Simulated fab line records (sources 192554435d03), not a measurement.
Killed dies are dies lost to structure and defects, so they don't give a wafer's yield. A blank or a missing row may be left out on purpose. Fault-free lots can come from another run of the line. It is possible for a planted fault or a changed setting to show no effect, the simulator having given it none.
Matching of chambers / flow n5_finfet / N5_GATE_CUT_SAC_CAP_01 on ald_sin-03 has 4 sister chambers
The step material SiNx, target thk 24 nm, pulse time 1 s, ald cycles 480. 4 wafers are shown with their chamber, then 9 later ones without.

WAFERS WITH THEIR CHAMBER
wafer=L078.2; chamber=1; heater_power_w (W)=899
wafer=L082.6; chamber=2; heater_power_w (W)=830
wafer=L083.1; chamber=3; heater_power_w (W)=913
wafer=L083.6; chamber=0; heater_power_w (W)=791

WAFERS MISSING THEIR CHAMBER
wafer=L084.1; heater_power_w (W)=911
wafer=L084.4; heater_power_w (W)=908
wafer=L084.5; heater_power_w (W)=811
wafer=L086.3; heater_power_w (W)=905
wafer=L086.4; heater_power_w (W)=794
wafer=L086.5; heater_power_w (W)=901
wafer=L094.1; heater_power_w (W)=874
wafer=L094.4; heater_power_w (W)=887
wafer=L094.5; heater_power_w (W)=767

THE CHAMBER EACH PASSED THROUGH
wafer=L084.1; from the rows above=can't be placed: 3 or 1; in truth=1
wafer=L084.4; from the rows above=can't be placed: 3 or 1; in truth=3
wafer=L084.5; from the rows above=can't be placed: 2 or 0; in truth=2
wafer=L086.3; from the rows above=can't be placed: 1 or 3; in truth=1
wafer=L086.4; from the rows above=0; in truth=0
wafer=L086.5; from the rows above=can't be placed: 1 or 3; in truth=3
wafer=L094.1; from the rows above=can't be placed: 1 or 3 or 2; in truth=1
wafer=L094.4; from the rows above=can't be placed: 1 or 3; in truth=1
wafer=L094.5; from the rows above=0; in truth=0
2 of 9 placed correctly. From these rows, 7 cannot be placed; in 7 the true chamber is one of the candidates. Wrongly placed: 0.
How it was worked out, from the rows above alone: a wafer's distance from a chamber is the root of the sum, over the readings, of the square of ((its reading less the chamber's mean) divided by the reading's scatter). If the next closest chamber is less than 2 further off than the closest, the wafer can't be placed; otherwise it belongs to the closest. A chamber's mean is the mean of its shown wafers. The scatter (one wafer shown for each chamber): square how far every hidden wafer sits from the nearest shown wafer, average those squares and take the square root.
